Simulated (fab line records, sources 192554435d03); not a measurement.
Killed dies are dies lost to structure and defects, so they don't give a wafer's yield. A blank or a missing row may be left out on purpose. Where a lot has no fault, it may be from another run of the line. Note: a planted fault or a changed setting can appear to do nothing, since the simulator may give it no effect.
fab line records    flow n5Finfet
record lots=7  wafers=21
route steps=1938 shown BEOL_M3@958 BEOL_M4@1026 BEOL_M5@1160 BEOL_M8@1389 BEOL_M9@1464
startH: the number of hours between the record's first day and the start of the first shown wafer of the lot    waitH: hours elapsed since this lot's preceding step    " repeats the value in the row above    L1.1+2: one row covering several wafers at once    - no value, or no start was given    * or withheld: withheld    < > ~ a bound
route shown NAME@n: a module of which the file shows steps, and the number in the route of the first    usual: mean/standard deviation taken from wafers without a fault    same: alike in all rows    chamber/n: place in a boat    sites: each site's reading    _std_site: standard deviation of those values    _edge_site: outer sites' mean less inner sites'    radiusMm: how far each site lies from the wafer's centre    mask NAME#n: copy n    behind: tool/chamber where the wafer was last shaped    hold: why the lot went on hold/how many hours it stayed there/how the hold came to an end    device: which transistor (n, p or np) failed to switch    end of line: tests run on the same wafers once the route is complete    where a step has no rows: the recipe by itself    killed: dies lost to structure and defects at the first sort, not the wafer's yield    map: the dies of a wafer, with x for killed, . for not killed, _ for no die there
set.NAME: the setting the step ran with; set.NAME@STEP: the setting that earlier step ran with    model.NAME: the simulator's own value behind a step, which no gauge read
one table per step and one row per wafer, for lots whose settings were changed on purpose
## steps
# step N5_BEOL_M3_COAT_68
# recipe resist=SiARC  tempC=220  timeS=60  spinRpm=1500  resistThkNm=12
lot.wafer   tool           chamber  startH  waitH  set.spinRpm
L074.1+2    lithoTrack-03  0        -       -      1577
L074.3      "              0        "       "      1500
L079.2+4+6  lithoTrack-03  0        -       -      1500
L083.2+3+4  lithoTrack-05  0        -       -      1500
L087.4      lithoTrack-05  0        -       -      1500
L087.5+6    "              0        "       "      1552
L092.1+4    lithoTrack-05  0        -       -      1500
L092.3      "              0        "       "      1589
L094.3+5+6  lithoTrack-02  0        -       -      1500
L095.1+3+4  lithoTrack-02  0        -       -      1377
# step N5_BEOL_M3_COAT_76
# recipe resist=underlayer  tempC=205  timeS=60  spinRpm=1500  resistThkNm=5
# step N5_BEOL_M3_COAT_22
# recipe resist=CAR-EUV  spinRpm=1500  resistThkNm=30
# step N5_BEOL_M3_DESCUM_33
# recipe chemistry=O2  timeS=7  sourcePowerW=50  biasPowerW=20  pressureMtorr=20  rfFrequencyHz=2.712e+07  tempC=40  resist=CAR-EUV  o2FlowSccm=225
# step N5_BEOL_M3_ETCH_77
# recipe chemistry=N2/H2  target=underlayer  targetDepthA=65  maskMaterial=CAR-EUV  timeS=5.2  ionEnergyEv=200  pressureMtorr=30  sourceW=840  biasW=150  n2FlowSccm=200  h2FlowSccm=200  ends=cleared
# step N5_BEOL_M3_ETCH_69
# recipe chemistry=CF4  target=SiARC  targetDepthA=156  maskMaterial=CAR-EUV  timeS=26  ionEnergyEv=80  pressureMtorr=40  sourceW=545  biasW=36  Ar_flow_sccm=100  cf4FlowSccm=100  ends=cleared
lot.wafer  tool        chamber  startH  waitH  set.spinRpm@BEOL_M3_COAT_68  model.etch.depthNm
L074.1     rieDiel-02  1        203.50  0.0    1577                         11.73
L074.2     "           0        "       "      1577                         11.71
L074.3     "           3        "       "      1500                         12.01
L079.2     rieDiel-03  2        223.55  0.0    1500                         11.98
L079.4     "           1        "       "      1500                         12
L079.6     "           0        "       "      1500                         11.96
L083.2     rieDiel-02  3        242.39  0.0    1500                         12
L083.3     "           0        "       "      1500                         11.99
L083.4     "           2        "       "      1500                         11.98
L087.4     rieDiel-06  2        271.72  0.0    1500                         12.01
L087.5     "           1        "       "      1552                         11.81
L087.6     "           0        "       "      1552                         11.8
L092.1     rieDiel-02  3        303.81  0.0    1500                         12.05
L092.3     "           2        "       "      1589                         11.71
L092.4     "           0        "       "      1500                         12.06
L094.3     rieDiel-06  3        317.60  0.0    1500                         11.94
L094.5+6   "           3,2      "       "      1500                         11.96
L095.1     rieDiel-06  3        323.18  0.0    1377                         12.51
L095.3     "           2        "       "      1377                         12.53
L095.4     "           1        "       "      1377                         12.48
# step N5_BEOL_M4_COAT_62
# recipe resist=SiARC  tempC=220  timeS=60  spinRpm=1500  resistThkNm=12
lot.wafer   tool           chamber  startH  waitH  set.spinRpm  model.SiARC_of_BEOL_M4_COAT_62.thkNm
L074.1+2+3  lithoTrack-04  0        -       -      1614         11.6
L079.2+4+6  lithoTrack-03  0        -       -      1500         12
L083.2+3    lithoTrack-01  0        -       -      1500         12
L083.4      "              0        "       "      1600         11.6
L087.4+5+6  lithoTrack-03  0        -       -      1500         12
L092.1+3    lithoTrack-04  0        -       -      1500         12
L092.4      "              0        "       "      1547         11.8
L094.3+5+6  lithoTrack-01  0        -       -      1500         12
L095.1+4    lithoTrack-04  0        -       -      1500         12
L095.3      "              0        "       "      1630         11.4
# step N5_BEOL_M4_COAT_05
# recipe resist=CAR-EUV  spinRpm=1500  resistThkNm=30
lot.wafer   tool           chamber  startH  waitH  set.spinRpm  model.CAR-EUV_of_BEOL_M4_COAT_05.thkNm
L074.1+2+3  lithoTrack-04  0        -       -      1500         30
L079.2+4+6  lithoTrack-03  0        -       -      1500         29.8
L083.2      lithoTrack-01  0        -       -      1500         30.2
L083.3+4    "              0        "       "      1500         30
L087.4+5+6  lithoTrack-03  0        -       -      1500         30
L092.1+4    lithoTrack-04  0        -       -      1500         29.8
L092.3      "              0        "       "      1500         30
L094.3      lithoTrack-01  0        -       -      1500         30.2
L094.5+6    "              0        "       "      1614         29.2
L095.1+3    lithoTrack-04  0        -       -      1431         30.8
L095.4      "              0        "       "      1500         30
# step N5_BEOL_M4_EBR_07
# recipe solvent=PGMEA  ebrWidthMm=1.5
# step N5_BEOL_M4_SOFTBAKE_06
# recipe tempC=110  timeS=60  resist=CAR-EUV
# step N5_BEOL_M4_EXPOSE_08
# recipe maskId=M4  na=0.33  sourceShape=dipole  sigmaInner=0.369  sigmaOuter=0.767  polarization=unpolarized  doseMj=41.25
# step N5_BEOL_M4_PEB_09
# recipe pebTempC=100  pebTimeS=60  resist=CAR-EUV
# step N5_BEOL_M4_DEVELOP_10
# recipe developTimeS=30  developer=TMAH  resist=CAR-EUV  rinseLiquid=surfactantRinse  dry=airSpin  devTempC=23
lot.wafer   tool           chamber  startH  waitH  set.spinRpm@BEOL_M4_COAT_05  model.CAR-EUV_of_BEOL_M4_COAT_05.thkNm
L074.1+2+3  lithoTrack-03  0        -       -      1500                         29.6
L079.2+4+6  lithoTrack-03  0        -       -      1500                         29.4
L083.2+3+4  lithoTrack-01  0        -       -      1500                         29.6
L087.4+5+6  lithoTrack-04  0        -       -      1500                         29.6
L092.1+3+4  lithoTrack-01  0        -       -      1500                         29.4
L094.3      lithoTrack-03  0        -       -      1500                         29.8
L094.5+6    "              0        "       "      1614                         28.6
L095.1+3    lithoTrack-04  0        -       -      1431                         30.4
L095.4      "              0        "       "      1500                         29.6
# step N5_BEOL_M4_DESCUM_16
# recipe chemistry=O2  timeS=7  sourcePowerW=50  biasPowerW=20  pressureMtorr=20  rfFrequencyHz=2.712e+07  tempC=40  resist=CAR-EUV  o2FlowSccm=225
lot.wafer   tool        chamber  startH  waitH  set.spinRpm@BEOL_M4_COAT_05  model.CAR-EUV_of_BEOL_M4_COAT_05.thkNm
L074.1+3    rieDiel-05  2,1      222.92  0.0    1500                         26.2
L074.2      "           0        "       "      1500                         26
L079.2+4+6  rieDiel-01  3,2,3    233.24  0.0    1500                         26
L083.2+3    rieDiel-01  1,2      251.25  0.0    1500                         26.2
L083.4      "           0        "       "      1500                         26
L087.4+6    rieDiel-01  1,3      299.07  0.8    1500                         26.2
L087.5      "           2        "       "      1500                         26
L092.1+3+4  rieDiel-01  3,0,1    314.23  0.9    1500                         26
L094.3      rieDiel-01  2        328.69  0.3    1500                         26.2
L094.5+6    "           1,2      "       "      1614                         25.2
L095.1+3    rieDiel-01  2,0      333.33  0.0    1431                         26.8
L095.4      "           3        "       "      1500                         26.2
# step N5_BEOL_M4_ETCH_74
# recipe chemistry=N2/H2  target=underlayer  targetDepthA=65  maskMaterial=CAR-EUV  timeS=5.2  ionEnergyEv=200  pressureMtorr=30  sourceW=840  biasW=150  n2FlowSccm=200  h2FlowSccm=200  ends=cleared
# step N5_BEOL_M4_ETCH_63
# recipe chemistry=CF4  target=SiARC  targetDepthA=156  maskMaterial=CAR-EUV  timeS=26  ionEnergyEv=80  pressureMtorr=40  sourceW=545  biasW=36  Ar_flow_sccm=100  cf4FlowSccm=100  ends=cleared
lot.wafer  tool        chamber  startH  waitH  set.spinRpm@BEOL_M4_COAT_62  set.spinRpm@BEOL_M4_COAT_05  model.etch.depthNm  model.CAR-EUV_of_BEOL_M4_COAT_05.thkNm
L074.1     rieDiel-05  2        222.97  0.0    1614                         1500                         11.61               11.4
L074.2     "           0        "       "      1614                         1500                         11.58               11.4
L074.3     "           1        "       "      1614                         1500                         11.57               11.8
L079.2     rieDiel-01  3        233.29  0.0    1500                         1500                         11.97               11
L079.4     "           2        "       "      1500                         1500                         11.94               11.2
L079.6     "           3        "       "      1500                         1500                         11.95               11.2
L083.2     rieDiel-01  1        251.31  0.0    1500                         1500                         12.05               11.4
L083.3     "           2        "       "      1500                         1500                         12.05               11.2
L083.4     "           0        "       "      1600                         1500                         11.64               11.4
L087.4+5   rieDiel-01  1,2      299.13  0.0    1500                         1500                         11.96               11.2
L087.6     "           3        "       "      1500                         1500                         11.94               11.2
L092.1     rieDiel-01  3        314.28  0.0    1500                         1500                         11.97               11.2
L092.3     "           0        "       "      1500                         1500                         11.97               11
L092.4     "           1        "       "      1547                         1500                         11.78               11.2
L094.3     rieDiel-01  2        328.74  0.0    1500                         1500                         12                  11.4
L094.5     "           1        "       "      1500                         1614                         12.03               10.4
L094.6     "           2        "       "      1500                         1614                         12.03               10.2
L095.1     rieDiel-01  2        333.38  0.0    1500                         1431                         11.98               12
L095.3     "           0        "       "      1630                         1431                         11.47               12.4
L095.4     "           3        "       "      1500                         1500                         11.93               11.4
# step N5_BEOL_M4_TRENCH_ETCH_37
# recipe chemistry=C4F6/O2  targetDepthA=555.55  target=SiOC  timeS=29.2  ionEnergyEv=250  pressureMtorr=30  sourceW=355  biasW=185  Ar_flow_sccm=300  C4F6_flow_sccm=10  O2_flow_sccm=10
lot.wafer  tool        chamber  startH  waitH  set.timeS  model.BEOL_M4.featureDepthNm  model.etch.depthNm
L074.1     rieDiel-01  2        -       -      29.2       56.6                          56.66
L074.2     "           1        "       "      29.2       56.8                          56.75
L074.3     "           0        "       "      29.2       55.2                          55.12
L079.2     rieDiel-01  3        -       -      29.2       54.8                          54.74
L079.4     "           0        "       "      29.2       55.6                          55.51
L079.6     "           3        "       "      29.2       54.2                          54.19
L083.2     rieDiel-01  1        -       -      29.2       55.4                          55.38
L083.3     "           0        "       "      29.2       54.4                          54.35
L083.4     "           3        "       "      29.2       53.4                          53.43
L087.4     rieDiel-04  2        -       -      24.43      47                            47.06
L087.5     "           1        "       "      29.2       55.4                          55.36
L087.6     "           3        "       "      24.43      48.6                          48.5
L092.1     rieDiel-01  0        -       -      29.2       55.4                          55.31
L092.3     "           1        "       "      29.2       57                            56.9
L092.4     "           2        "       "      29.2       55.6                          55.53
L094.3     rieDiel-04  3        -       -      25.93      52.4                          52.32
L094.5     "           0        "       "      25.93      49.2                          49.28
L094.6     "           3        "       "      29.2       58.2                          58.27
L095.1     rieDiel-05  3        -       -      29.2       55.8                          55.82
L095.3     "           1        "       "      32.67      63                            63.02
L095.4     "           2        "       "      29.2       54.4                          54.5
# step N5_BEOL_M4_ETCH_41
# recipe chemistry=CH3F/O2  target=SiCN  targetDepthA=299  taperDeg=2  timeS=52.5  ionEnergyEv=120  maskMaterial=TiN  pressureMtorr=30  sourceW=395  biasW=75  Ar_flow_sccm=150  CH3F_flow_sccm=30  O2_flow_sccm=20
# step N5_BEOL_M4_STRIP_97
# recipe chemistry=N2/H2  timeS=10  powerW=450  tempC=40  pressureMtorr=20  rfFrequencyHz=6e+07  biasPowerW=7  n2FlowSccm=200  h2FlowSccm=200
# step N5_BEOL_M4_OCD_MEAS_38
# usual trenchDepthNm=55.4/1.3
lot.wafer  tool    chamber  startH  waitH  set.timeS@BEOL_M4_TRENCH_ETCH_37  trenchDepthNm
L074.1     ocd-02  -        265.74  -      29.2                              56.7
L074.2     "       -        "       "      29.2                              57.1
L074.3     "       -        "       "      29.2                              55.3
L079.2     ocd-01  -        276.68  -      29.2                              55.1
L079.4     "       -        "       "      29.2                              55.3
L079.6     "       -        "       "      29.2                              54.0
L083.2     ocd-01  -        305.52  -      29.2                              55.7
L083.3     "       -        "       "      29.2                              54.2
L083.4     "       -        "       "      29.2                              53.3
L087.4     ocd-02  -        348.67  -      24.43                             47.4
L087.5     "       -        "       "      29.2                              55.5
L087.6     "       -        "       "      24.43                             48.5
L092.1     ocd-02  -        353.72  -      29.2                              55.5
L092.3     "       -        "       "      29.2                              56.8
L092.4     "       -        "       "      29.2                              55.2
L094.3     ocd-01  -        381.46  -      25.93                             52.3
L094.5     "       -        "       "      25.93                             49.0
L094.6     "       -        "       "      29.2                              58.0
L095.1     ocd-01  -        381.50  -      29.2                              55.7
L095.3     "       -        "       "      32.67                             63.0
L095.4     "       -        "       "      29.2                              54.9
# step N5_BEOL_M4_SURFACE_TREAT_85
# recipe gas=Ar  timeS=*  ionEnergyEv=*  ionCurrentMaCm2=0.5  pressureMtorr=*  arFlowSccm=30
lot.wafer   tool           chamber  startH  waitH  set.timeS
L074.1+2+3  pvdSputter-01  -        266.52  0.1    *
L079.2+4+6  pvdSputter-03  -        277.76  0.2    *
L083.2      pvdSputter-02  -        306.29  0.2    *
L083.3+4    "              -        "       "      *
L087.4      pvdSputter-01  -        350.18  0.3    *
L087.5+6    "              -        "       "      *
L092.1+3    pvdSputter-02  -        354.93  0.3    *
L092.4      "              -        "       "      *
L094.3+5    pvdSputter-01  -        382.46  0.4    *
L094.6      "              -        "       "      *
L095.1+3    pvdSputter-01  -        382.50  0.2    *
L095.4      "              -        "       "      *
# step N5_BEOL_M4_CVD_47
# recipe material=Co  targetThkA=30  tempC=withheld  precursor=CCTBA/H2  pressureTorr=30  timeS=223.8
# step N5_BEOL_M4_SPUTTER_48
# recipe material=Cu  targetThkA=45  tempC=-20  chamberPressurePa=0.07  powerW=withheld  timeS=8.29
# step N5_BEOL_M4_PRE_CLEAN_56
# recipe gas=NH3  timeS=15  tempC=withheld  rfPowerW=300
# step N5_BEOL_M4_DEP_57
# recipe material=SiCN  targetThkA=80  tempC=withheld  precursor=3MS/NH3  pressureTorr=3  rfW=202  timeS=14
# step N5_BEOL_M4_RS_MEAS_58
# recipe thkMeasGauge=four-point-probe  reads=Co_of_BEOL_M4_CO_CAP_55+Cu_of_BEOL_M4_ECD_50+Co_of_BEOL_M4_CVD_47+TaN_of_BEOL_M4_ALD_84
# usual M4_RS=0.68/0.042
lot.wafer  tool          chamber  startH  waitH  set.timeS@BEOL_M4_TRENCH_ETCH_37  M4_RS[ohm/sq]
L074.1     filmMetro-02  -        270.93  0.0    29.2                              0.67
L074.2     "             -        "       "      29.2                              0.68
L074.3     "             -        "       "      29.2                              0.69
L079.2     filmMetro-01  -        281.31  0.1    29.2                              0.64
L079.4     "             -        "       "      29.2                              0.70
L079.6     "             -        "       "      29.2                              0.65
L083.2     filmMetro-02  -        309.90  0.1    29.2                              0.66
L083.3     "             -        "       "      29.2                              0.73
L083.4     "             -        "       "      29.2                              0.73
L087.4     filmMetro-02  -        353.34  0.0    24.43                             1.01
L087.5     "             -        "       "      29.2                              0.71
L087.6     "             -        "       "      24.43                             0.89
L092.1     filmMetro-02  -        360.00  0.1    29.2                              0.68
L092.3     "             -        "       "      29.2                              0.67
L092.4     "             -        "       "      29.2                              0.70
L094.3     filmMetro-02  -        385.63  0.1    25.93                             0.73
L094.5     "             -        "       "      25.93                             0.84
L094.6     "             -        "       "      29.2                              0.66
L095.1     filmMetro-01  -        385.82  0.0    29.2                              0.67
L095.3     "             -        "       "      32.67                             0.51
L095.4     "             -        "       "      29.2                              0.72
# step N5_BEOL_M5_TRENCH_ETCH_37
# recipe chemistry=C4F6/O2  targetDepthA=716.52  target=SiCOH_lowk  timeS=24.7  ionEnergyEv=250  pressureMtorr=30  sourceW=345  biasW=185  Ar_flow_sccm=300  C4F6_flow_sccm=10  O2_flow_sccm=10
lot.wafer  tool        chamber  startH  waitH  set.timeS  model.BEOL_M5.featureDepthNm  model.etch.depthNm
L074.1     rieDiel-02  3        -       -      20.21      57.4                          57.44
L074.2     "           2        "       "      20.21      56.8                          56.84
L074.3     "           0        "       "      24.7       73                            72.98
L079.2     rieDiel-03  3        -       -      24.7       69.2                          69.21
L079.4     "           0        "       "      24.7       74.2                          74.14
L079.6     "           2        "       "      24.7       72.2                          72.2
L083.2     rieDiel-02  2        -       -      19.16      53.6                          53.63
L083.3     "           0        "       "      24.7       72.4                          72.49
L083.4     "           3        "       "      19.16      54.2                          54.13
L087.4     rieDiel-06  0        -       -      24.7       73.2                          73.21
L087.5     "           3        "       "      24.7       71.8                          71.77
L087.6     "           0        "       "      24.7       73.4                          73.34
L092.1     rieDiel-03  0        -       -      26.61      79.6                          79.68
L092.3     "           3        "       "      24.7       68.8                          68.84
L092.4     "           0        "       "      24.7       73.8                          73.88
L094.3     rieDiel-02  1        -       -      20.73      60.6                          60.58
L094.5     "           0        "       "      24.7       72.4                          72.49
L094.6     "           3        "       "      24.7       69.8                          69.88
L095.1     rieDiel-06  2        -       -      28         78.8                          78.88
L095.3     "           1        "       "      28         80.6                          80.56
L095.4     "           3        "       "      24.7       72.8                          72.76
# step N5_BEOL_M5_ETCH_41
# recipe chemistry=CH3F/O2  target=SiCN  targetDepthA=315  taperDeg=2  timeS=56.7  ionEnergyEv=120  maskMaterial=TiN  pressureMtorr=30  sourceW=395  biasW=75  Ar_flow_sccm=150  CH3F_flow_sccm=30  O2_flow_sccm=20
# usual rfVppV=297.1/1.8
lot.wafer  tool        chamber  startH  waitH  set.sourceW  rfVppV
L074.1     rieDiel-02  3        -       -      447.1        287.0
L074.2     "           2        "       "      395          295.0
L074.3     "           0        "       "      395          296.3
L079.2     rieDiel-03  3        -       -      395          297.5
L079.4     "           0        "       "      395          295.9
L079.6     "           2        "       "      395          294.7
L083.2     rieDiel-02  2        -       -      395          295.0
L083.3     "           0        "       "      451.9        283.8
L083.4     "           3        "       "      395          300.9
L087.4     rieDiel-06  0        -       -      395          295.4
L087.5     "           3        "       "      395          300.1
L087.6     "           0        "       "      395          294.3
L092.1     rieDiel-03  0        -       -      395          296.3
L092.3     "           3        "       "      424.8        290.3
L092.4     "           0        "       "      424.8        289.3
L094.3     rieDiel-02  1        -       -      395          296.5
L094.5     "           0        "       "      395          297.0
L094.6     "           3        "       "      395          297.8
L095.1     rieDiel-06  2        -       -      340.4        313.4
L095.3     "           1        "       "      395          296.0
L095.4     "           3        "       "      395          299.2
# step N5_BEOL_M5_STRIP_91
# recipe chemistry=N2/H2  timeS=10  powerW=450  tempC=40  pressureMtorr=20  rfFrequencyHz=6e+07  biasPowerW=7  n2FlowSccm=200  h2FlowSccm=200
# step N5_BEOL_M5_OCD_MEAS_38
# usual trenchDepthNm=71.6/1.6
lot.wafer  tool    chamber  startH  waitH  set.timeS@BEOL_M5_TRENCH_ETCH_37  trenchDepthNm
L074.1     ocd-01  -        276.79  -      20.21                             57.2
L074.2     "       -        "       "      20.21                             56.6
L074.3     "       -        "       "      24.7                              73.8
L079.2     ocd-01  -        286.07  -      24.7                              69.3
L079.4     "       -        "       "      24.7                              73.6
L079.6     "       -        "       "      24.7                              72.3
L083.2     ocd-01  -        315.74  -      19.16                             53.4
L083.3     "       -        "       "      24.7                              72.2
L083.4     "       -        "       "      19.16                             53.7
L087.4     ocd-01  -        361.59  -      24.7                              73.2
L087.5     "       -        "       "      24.7                              71.4
L087.6     "       -        "       "      24.7                              72.6
L092.1     ocd-02  -        366.08  -      26.61                             80.0
L092.3     "       -        "       "      24.7                              68.8
L092.4     "       -        "       "      24.7                              74.3
L094.3     ocd-01  -        391.33  -      20.73                             60.3
L094.5     "       -        "       "      24.7                              72.6
L094.6     "       -        "       "      24.7                              69.5
L095.1     ocd-01  -        391.43  -      28                                79.5
L095.3     "       -        "       "      28                                80.5
L095.4     "       -        "       "      24.7                              72.9
# step N5_BEOL_M8_ALD_77
# recipe material=TaN  targetThkA=20  tempC=275  aldPrecursorFamily=PDMAT  aldCoReactant=NH3  pressureTorr=3  carrierFlowSccm=1500  pulseTimeS=2  purgeTimeS=3  coReactantPurgeTimeS=2  coReactantPulseTimeS=3  aldCycles=40  precursorVesselTempC=75  precursorVesselPressureTorr=26.25  precursorVesselCarrierSccm=1000
lot.wafer   tool         chamber  startH  waitH  set.aldCycles  model.TaN_of_BEOL_M8_ALD_77.thkNm
L074.1      aldMetal-04  0        311.64  0.0    40             2
L074.2+3    "            2,1      "       "      42             2.2
L079.2+4+6  aldMetal-01  1,0,1    322.39  0.0    40             2
L083.2+4    aldMetal-04  0,3      343.82  0.1    36             1.8
L083.3      "            1        "       "      40             2
L087.4+6    aldMetal-02  1,3      389.53  0.1    40             2
L087.5      "            0        "       "      42             2.2
L092.1      aldMetal-04  0        392.27  0.1    34             1.8
L092.3      "            3        "       "      34             1.6
L092.4      "            2        "       "      40             2
L094.3      aldMetal-02  1        420.78  0.1    33             1.6
L094.5+6    "            0,1      "       "      40             2
L095.1+3    aldMetal-01  0,3      427.63  0.0    40             2
L095.4      "            2        "       "      44             2.2
# step N5_BEOL_M9_CMP_52
# recipe stopOn=SiCOH_lowk  tOverpolishS=7  downForcePsi=1  platenRpm=50  clearingPlatenDownForcePsi=1.5  clearingPlatenRpm=50  postCmpClean=cuAlkaline  targetThkNm=140  clearingPlatenPadVelocityMS=0.99484  padVelocityMS=0.99484
# usual barrierFieldEndpointS=28.6/0.81
lot.wafer  tool    chamber  startH  waitH  set.downForcePsi  barrierFieldEndpointS
L074.2     cmp-03  2        323.19  0.2    1                 27.8
L074.1     "       3        "       "      1                 27.9
L074.3     "       0        "       "      0.9295            30.3
L079.4     cmp-01  0        332.73  0.1    1                 29.9
L079.2     "       1        "       "      1                 29.2
L079.6     "       1        "       "      1                 29.8
L083.3     cmp-03  1        353.48  0.2    0.8073            36.8
L083.4     "       2        "       "      1                 28.7
L083.2     "       3        "       "      0.8073            35.1
L087.4     cmp-01  2        400.22  0.2    1                 29.8
L087.5     "       3        "       "      1                 28.3
L087.6     "       0        "       "      1                 29.7
L092.4     cmp-01  0        402.87  0.1    1                 29.6
L092.3     "       1        "       "      1                 29.6
L092.1     "       3        "       "      1                 28.2
L094.3     cmp-03  1        430.24  0.2    1                 29.1
L094.5     "       3        "       "      1                 29.0
L094.6     "       0        "       "      1                 27.2
L095.3     cmp-02  0        435.20  0.2    1                 28.8
L095.1     "       1        "       "      1                 27.8
L095.4     "       3        "       "      1                 29.0
## key
split step=N5_BEOL_M3_COAT_68  setting=spinRpm  stated=1500  by=wafer
response step=N5_BEOL_M3_ETCH_69  reading=model.etch.depthNm  change=-0.0577  per=1%  r=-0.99
split step=N5_BEOL_M4_COAT_62  setting=spinRpm  stated=1500  by=wafer
response step=N5_BEOL_M4_COAT_62  reading=model.SiARC_of_BEOL_M4_COAT_62.thkNm  change=-0.0656  per=1%  r=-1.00
response step=N5_BEOL_M4_ETCH_63  reading=model.etch.depthNm  change=-0.0578  per=1%  r=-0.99
split step=N5_BEOL_M4_COAT_05  setting=spinRpm  stated=1500  by=wafer
response step=N5_BEOL_M4_COAT_05  reading=model.CAR-EUV_of_BEOL_M4_COAT_05.thkNm  change=-0.143  per=1%  r=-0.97
response step=N5_BEOL_M4_DEVELOP_10  reading=model.CAR-EUV_of_BEOL_M4_COAT_05.thkNm  change=-0.162  per=1%  r=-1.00
response step=N5_BEOL_M4_DESCUM_16  reading=model.CAR-EUV_of_BEOL_M4_COAT_05.thkNm  change=-0.131  per=1%  r=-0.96
response step=N5_BEOL_M4_ETCH_63  reading=model.CAR-EUV_of_BEOL_M4_COAT_05.thkNm  change=-0.153  per=1%  r=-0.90
split step=N5_BEOL_M4_TRENCH_ETCH_37  setting=timeS  stated=29.2  by=wafer
response step=N5_BEOL_M4_TRENCH_ETCH_37  reading=model.BEOL_M4.featureDepthNm  change=+0.564  per=1%  r=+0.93
response step=N5_BEOL_M4_TRENCH_ETCH_37  reading=model.etch.depthNm  change=+0.564  per=1%  r=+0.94
response step=N5_BEOL_M4_OCD_MEAS_38  reading=trenchDepthNm  change=+0.557  per=1%  r=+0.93
response step=N5_BEOL_M4_RS_MEAS_58  reading=M4_RS  change=-0.014  per=1%  r=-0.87
split step=N5_BEOL_M4_SURFACE_TREAT_85  setting=timeS  stated=*  by=wafer
response none clear
split step=N5_BEOL_M5_TRENCH_ETCH_37  setting=timeS  stated=24.7  by=wafer
response step=N5_BEOL_M5_TRENCH_ETCH_37  reading=model.BEOL_M5.featureDepthNm  change=+0.774  per=1%  r=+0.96
response step=N5_BEOL_M5_TRENCH_ETCH_37  reading=model.etch.depthNm  change=+0.777  per=1%  r=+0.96
response step=N5_BEOL_M5_OCD_MEAS_38  reading=trenchDepthNm  change=+0.796  per=1%  r=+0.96
split step=N5_BEOL_M5_ETCH_41  setting=sourceW  stated=395  by=wafer
response step=N5_BEOL_M5_ETCH_41  reading=rfVppV  change=-0.93  per=1%  r=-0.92
split step=N5_BEOL_M8_ALD_77  setting=aldCycles  stated=40  by=wafer
response step=N5_BEOL_M8_ALD_77  reading=model.TaN_of_BEOL_M8_ALD_77.thkNm  change=+0.0224  per=1%  r=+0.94
split step=N5_BEOL_M9_CMP_52  setting=downForcePsi  stated=1  by=wafer
response step=N5_BEOL_M9_CMP_52  reading=barrierFieldEndpointS  change=-0.374  per=1%  r=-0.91
